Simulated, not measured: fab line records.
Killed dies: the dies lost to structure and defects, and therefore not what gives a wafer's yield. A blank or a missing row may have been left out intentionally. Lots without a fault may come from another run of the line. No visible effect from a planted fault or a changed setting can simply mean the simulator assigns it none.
One fault through the eyes of 2 desks :: flow n5_finfet :: each desk holds nothing but its own numbers, with what lay behind them at the end

AT THE METROLOGY DESK
Means of the sampled wafers that have a number, per lot and without regard to the tool the lot ran on: this is what the gauges read. The brackets show how far a lot's mean lies from the usual mean; more than 4 standard deviations puts the lot out of limits, marked OUT. 7 of its 10 readings are shown, namely those furthest out on some lot.
Columns: A = DIBL_N at N5_BEOL_M4_RC_MEAS_101, usual 35.9 mV/V; B = IOFF_N at N5_BEOL_M4_RC_MEAS_101, usual 0.156 nA/um; C = IOFF_P at N5_BEOL_M4_RC_MEAS_101, usual 0.205 nA/um; D = ION_N at N5_BEOL_M4_RC_MEAS_101, usual 675 uA/um; E = ION_P at N5_BEOL_M4_RC_MEAS_101, usual 463 uA/um; F = VT_N at N5_BEOL_M4_RC_MEAS_101, usual 249.7 mV; G = VT_P at N5_BEOL_M4_RC_MEAS_101, usual -250.2 mV
lot: L382
first seen here: day 9 05:35
A: 35.8
B: 0.166
C: 0.194
D: 680
E: 459
F: 250.1
G: -252.4

lot: L384
first seen here: day 9 07:56
A: 34.2
B: 0.128
C: 0.186
D: 669
E: 463
F: 255.0
G: -250.1

lot: L387
first seen here: day 10 09:34
A: 36.0
B: 0.155
C: 0.205
D: 679
E: 465
F: 250.7
G: -249.6

lot: L393
first seen here: day 11 18:17
A: 34.9
B: 0.144
C: 0.170
D: 671
E: 458
F: 251.7
G: -254.9

lot: L398
first seen here: day 13 14:56
A: 33.8
B: 0.134
C: 0.183
D: 666
E: 455
F: 251.7
G: -251.8

lot: L400
first seen here: day 14 02:08
A: 36.0
B: 0.138
C: 0.205
D: 667
E: 466
F: 251.7
G: -248.8
This desk found nothing out of limits on any of the 6 lots.

DESK OF THE TOOL OWNER: cvd_co-02
The tool's own readings at N5_BEOL_M0_CO_CAP_123 (material Co, precursor CCTBA/H2, target thk 2 nm, time 102.1 s): means of the sampled wafers that have a number, for each lot that ran on this tool. The brackets show how far a lot's mean lies from the usual mean; more than 4 standard deviations puts the lot out of limits, marked OUT.
Columns: A = heater_power_w at N5_BEOL_M0_CO_CAP_123, usual 235 W; B = run_length_s at N5_BEOL_M0_CO_CAP_123, usual 125.4 s
lot: L382
first seen here: day 7 00:55
A: 230
B: 125.5

lot: L384
first seen here: day 7 07:16
A: 251
B: 135.1 (+20) OUT

lot: L387
first seen here: day 8 08:55
A: 255
B: 135.2 (+20) OUT
This desk's verdict: out of limits on L384, L387, starting with L384 at day 7 07:16 (run_length_s at N5_BEOL_M0_CO_CAP_123). Within limits: L382.

ALL TOGETHER
At day 7 07:16, on L384, L387, the tool owner's desk was in a position to raise an alarm.
The metrology desk saw nothing out of limits.
The metrology desk has L384, L387 on record, within its limits.
All the named lots went through N5_BEOL_M0_CO_CAP_123 on cvd_co-02.

WHAT THE SIMULATOR HAD INSERTED
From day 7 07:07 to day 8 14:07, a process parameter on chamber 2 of cvd_co-02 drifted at N5_BEOL_M0_CO_CAP_123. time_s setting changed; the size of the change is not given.
Shown lots that were struck: L384, L387.
Hours from the fault's start to each desk's first reading out of limits: the tool owner's desk, 0.
